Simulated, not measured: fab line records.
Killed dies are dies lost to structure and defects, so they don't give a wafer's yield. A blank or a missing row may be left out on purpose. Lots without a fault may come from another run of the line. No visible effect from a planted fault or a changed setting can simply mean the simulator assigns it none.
Split-lot experiment + flow n5_finfet + on a route of 1938 steps: 7 lots, 21 wafers read

## ON THE SPLIT
At N5_PASSIVATION_PECVD_53 (deposits SiO2 from TEOS/O2, target thk 800 nm, time 169.4 s), the setting temp_c was moved away from the recipe's 400 C on 4 of the 21 wafers read, by -3.1% to +4.2%. All remaining wafers had this setting at the recipe value.

The reading comes from the split's own step.

## THE READING
SiO2_of_PASSIVATION_PECVD_53.thk_nm (the simulator's own value, which no gauge read), in nm, at N5_PASSIVATION_PECVD_53 (deposits SiO2 from TEOS/O2, target thk 800 nm, time 169.4 s). There is no usual value for it anywhere in the file. Average 797.8 nm, standard deviation 14 nm, over the 17 wafers here run with the recipe.

| wafer  | tool, chamber at the split | temp_c as run, C | against the recipe | SiO2_of_PASSIVATION_PECVD_53.thk_nm, nm | against lot-mates on the recipe |
|--------|----------------------------|------------------|--------------------|-----------------------------------------|---------------------------------|
| L078.1 | pecvd-04, 2                | 400              | recipe             | 791.8                                   | -                               |
| L078.2 | pecvd-04, 0                | 400              | recipe             | 778.6                                   | -                               |
| L078.4 | pecvd-04, 1                | 400              | recipe             | 810.8                                   | -                               |
| L082.1 | pecvd-04, 0                | 387.6            | -3.1%              | 847.2                                   | +37.1                           |
| L082.2 | pecvd-04, 1                | 400              | recipe             | 806.2                                   | -                               |
| L082.5 | pecvd-04, 2                | 400              | recipe             | 814                                     | -                               |
| L084.2 | pecvd-04, 0                | 400              | recipe             | 778.6                                   | -                               |
| L084.3 | pecvd-04, 2                | 400              | recipe             | 799.4                                   | -                               |
| L084.6 | pecvd-04, 2                | 400              | recipe             | 814                                     | -                               |
| L089.2 | pecvd-04, 1                | 400              | recipe             | 814.6                                   | -                               |
| L089.4 | pecvd-04, 2                | 400              | recipe             | 828                                     | -                               |
| L089.6 | pecvd-04, 1                | 405.8            | +1.4%              | 796.8                                   | -24.5                           |
| L091.3 | pecvd-03, 2                | 416.9            | +4.2%              | 701.4                                   | -92.6                           |
| L091.5 | pecvd-03, 2                | 416.9            | +4.2%              | 693                                     | -101.0                          |
| L091.6 | pecvd-03, 1                | 400              | recipe             | 794                                     | -                               |
| L094.1 | pecvd-02, 0                | 400              | recipe             | 780.4                                   | -                               |
| L094.4 | pecvd-02, 0                | 400              | recipe             | 793.4                                   | -                               |
| L094.5 | pecvd-02, 0                | 400              | recipe             | 788.6                                   | -                               |
| L095.3 | pecvd-03, 1                | 400              | recipe             | 779.6                                   | -                               |
| L095.4 | pecvd-03, 1                | 400              | recipe             | 791                                     | -                               |
| L095.5 | pecvd-03, 0                | 400              | recipe             | 800.4                                   | -                               |

THE FIT
A straight line over all 21 wafers: SiO2_of_PASSIVATION_PECVD_53.thk_nm changes by -21.1 nm for each +1% of temp_c; r = -0.90; the points scatter about the line by 16 nm.
The same after taking each lot's own level away (the mean of its wafers on the recipe; 21 wafers): -20.1 nm for each +1%; r = -0.94; scatter 11 nm.
Per that fit: largest temp_c move, reading shift of 85 nm.
From 787.47 to 821.30 nm: that is the span of the lots' own levels, equal to 2.3 times the standard deviation above.
Consequently the slope shifts little with the lot-to-lot level, the two slopes agreeing.
Check: for one of the wafers moved furthest among these (+4.2%), held out of the fit, the line's prediction against its lot-mates is -83.7 nm. It came out at -92.6 nm against them.

## ADDITIONAL SPLITS CARRIED BY THESE WAFERS
Note: prior to the reading, these wafers also went through further splits. Each is held against what the fit with the lots' levels taken away leaves over:
| other split on the same wafers | wafers away from the commonest value | r with SiO2_of_PASSIVATION_PECVD_53.thk_nm (lot level and that fit taken away) |
|--------------------------------|--------------------------------------|--------------------------------------------------------------------------------|
| N5_BEOL_M13_EXPOSE_07 dose_mj  | 5                                    | -0.10                                                                          |
| N5_BEOL_M13_ETCH_59 time_s     | 5                                    | -0.31                                                                          |
| N5_BEOL_M14_SPUTTER_43 power_w | 10                                   | +0.34                                                                          |
| N5_BEOL_M15_ILD_DEP_00 temp_c  | 8                                    | +0.12                                                                          |
| N5_MIM_BOT_SPUTTER_00 time_s   | 8                                    | +0.26                                                                          |
| N5_MIM_TOP_SPUTTER_03 power_w  | 6                                    | -0.27                                                                          |

## FILE'S OWN FIT
SiO2_of_PASSIVATION_PECVD_53.thk_nm changes by -18.9 nm for each +1% of temp_c, r = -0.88.
